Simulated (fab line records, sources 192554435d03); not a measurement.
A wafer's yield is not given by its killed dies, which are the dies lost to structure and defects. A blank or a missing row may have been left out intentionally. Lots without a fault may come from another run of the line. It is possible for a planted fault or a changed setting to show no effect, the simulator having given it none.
Split-lot study + flow n5-finfet + 39 wafers read across 7 lots, on a route 1938 steps long

== SPLIT DETAILS ==
At N5_SD_EPI_P_EPI_21 (deposits SiGe:B, time 355 s), the setting time-s was moved away from the recipe's 355 s on 15 of the 39 wafers read, by -19.9% to +16.9%. For the rest of the wafers, this setting stayed at what the recipe calls for.

Reading taken at the split's own step.

== THE READING ==
SiGe-B_of_SD_EPI_P_EPI_21.thk-nm (the simulator's own value, which no gauge read), in nm, at N5_SD_EPI_P_EPI_21 (deposits SiGe:B, time 355 s). The file gives no usual value for it. Average 61.0 nm, standard deviation 0.93 nm, over the 24 wafers here run with the recipe.

| wafer  | tool, chamber at the split | time-s as run, s | against the recipe | SiGe-B_of_SD_EPI_P_EPI_21.thk-nm, nm | against lot-mates on the recipe |
|--------|----------------------------|------------------|--------------------|--------------------------------------|---------------------------------|
| L075.1 | epi-rpcvd-04, 0            | 284.5            | -19.9%             | 51.2                                 | -8.1                            |
| L075.2 | epi-rpcvd-04, 0            | 284.5            | -19.9%             | 51.4                                 | -7.9                            |
| L075.3 | epi-rpcvd-04, 0            | 355              | recipe             | 59.6                                 | -                               |
| L075.4 | epi-rpcvd-04, 0            | 355              | recipe             | 58.8                                 | -                               |
| L075.5 | epi-rpcvd-04, 0            | 355              | recipe             | 59.4                                 | -                               |
| L075.6 | epi-rpcvd-04, 0            | 284.5            | -19.9%             | 51.8                                 | -7.5                            |
| L079.1 | epi-rpcvd-04, 0            | 355              | recipe             | 61.2                                 | -                               |
| L079.2 | epi-rpcvd-04, 0            | 355              | recipe             | 61.4                                 | -                               |
| L079.3 | epi-rpcvd-04, 0            | 355              | recipe             | 61.6                                 | -                               |
| L079.6 | epi-rpcvd-04, 0            | 355              | recipe             | 61.6                                 | -                               |
| L079.4 | epi-rpcvd-04, 0            | 355              | recipe             | 61                                   | -                               |
| L079.5 | epi-rpcvd-04, 0            | 355              | recipe             | 62                                   | -                               |
| L082.1 | epi-rpcvd-04, 0            | 355              | recipe             | 60                                   | -                               |
| L082.4 | epi-rpcvd-04, 0            | 355              | recipe             | 59.8                                 | -                               |
| L082.6 | epi-rpcvd-04, 0            | 355              | recipe             | 59.4                                 | -                               |
| L085.1 | epi-rpcvd-02, 0            | 334              | -5.9%              | 59.2                                 | -2.3                            |
| L085.2 | epi-rpcvd-02, 0            | 355              | recipe             | 61.4                                 | -                               |
| L085.6 | epi-rpcvd-02, 0            | 355              | recipe             | 61.4                                 | -                               |
| L085.3 | epi-rpcvd-02, 0            | 355              | recipe             | 61.8                                 | -                               |
| L085.4 | epi-rpcvd-02, 0            | 334              | -5.9%              | 59                                   | -2.5                            |
| L085.5 | epi-rpcvd-02, 0            | 334              | -5.9%              | 60.2                                 | -1.3                            |
| L088.1 | epi-rpcvd-02, 0            | 390.8            | +10.1%             | 65.4                                 | +3.9                            |
| L088.2 | epi-rpcvd-02, 0            | 390.8            | +10.1%             | 65.2                                 | +3.7                            |
| L088.3 | epi-rpcvd-02, 0            | 355              | recipe             | 61.2                                 | -                               |
| L088.4 | epi-rpcvd-02, 0            | 355              | recipe             | 61.4                                 | -                               |
| L088.5 | epi-rpcvd-02, 0            | 355              | recipe             | 61.8                                 | -                               |
| L088.6 | epi-rpcvd-02, 0            | 390.8            | +10.1%             | 65                                   | +3.5                            |
| L091.1 | epi-rpcvd-04, 0            | 415              | +16.9%             | 68                                   | +6.7                            |
| L091.2 | epi-rpcvd-04, 0            | 355              | recipe             | 61.2                                 | -                               |
| L091.3 | epi-rpcvd-04, 0            | 355              | recipe             | 61.4                                 | -                               |
| L091.6 | epi-rpcvd-04, 0            | 355              | recipe             | 61.4                                 | -                               |
| L091.4 | epi-rpcvd-04, 0            | 415              | +16.9%             | 67.2                                 | +5.9                            |
| L091.5 | epi-rpcvd-04, 0            | 415              | +16.9%             | 68.2                                 | +6.9                            |
| L096.1 | epi-rpcvd-04, 0            | 355              | recipe             | 62.2                                 | -                               |
| L096.2 | epi-rpcvd-04, 0            | 323.6            | -8.8%              | 58.6                                 | -3.1                            |
| L096.3 | epi-rpcvd-04, 0            | 355              | recipe             | 61.8                                 | -                               |
| L096.4 | epi-rpcvd-04, 0            | 323.6            | -8.8%              | 58                                   | -3.7                            |
| L096.5 | epi-rpcvd-04, 0            | 323.6            | -8.8%              | 58.2                                 | -3.5                            |
| L096.6 | epi-rpcvd-04, 0            | 355              | recipe             | 61.2                                 | -                               |

THE FIT
A straight line over all 39 wafers: SiGe-B_of_SD_EPI_P_EPI_21.thk-nm changes by +0.425 nm for each +1% of time-s; r = +0.97; the points scatter about the line by 0.94 nm.
The same after taking each lot's own level away (the mean of its wafers on the recipe; 39 wafers): +0.385 nm for each +1%; r = +0.99; scatter 0.33 nm.
On that fit, the largest move of time-s shifts the reading by 7.6 nm.
Measured against the standard deviation above, the lots' own levels, which go from 59.27 to 61.73 nm, span 2.7 times it.
So the slope is not independent of the lot-to-lot level: the two fits are not the same.
Check: for one of the wafers moved furthest among these (-19.9%), held out of the fit, the line's prediction against its lot-mates is -7.58 nm. It came out at -8.07 nm against them.

== ADDITIONAL SPLITS CARRIED BY THESE WAFERS ==
Other splits were also applied to these wafers ahead of the reading. Each is held against what the fit with the lots' levels taken away leaves over:
| other split on the same wafers       | wafers away from the commonest value | r with SiGe-B_of_SD_EPI_P_EPI_21.thk-nm (lot level and that fit taken away) |
|--------------------------------------|--------------------------------------|-----------------------------------------------------------------------------|
| N5_DUMMY_GATE_EXPOSE_12 dose-mj      | 15                                   | +0.00                                                                       |
| N5_DUMMY_GATE_ETCH_31 target-depth-a | 18                                   | +0.07                                                                       |

== THE WHOLE CHAIN: every reading that the file lists as answering this split, in the file's order ==
| step                    | what it does                | reading                                                                           | change (the file's fit)               | r (the file's) |
|-------------------------|-----------------------------|-----------------------------------------------------------------------------------|---------------------------------------|----------------|
| N5_SD_EPI_P_EPI_21      | deposits SiGe:B, time 355 s | SiGe-B_of_SD_EPI_P_EPI_21.thk-nm (the simulator's own value, which no gauge read) | +0.385 nm for each +1% of the setting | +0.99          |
| N5_SD_EPI_P_EPI_MEAS_23 |                             | thk-nm                                                                            | withheld for each +1% of the setting  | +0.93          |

== THE FILE'S OWN FIT ==
SiGe-B_of_SD_EPI_P_EPI_21.thk-nm changes by +0.385 nm for each +1% of time-s, r = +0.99.
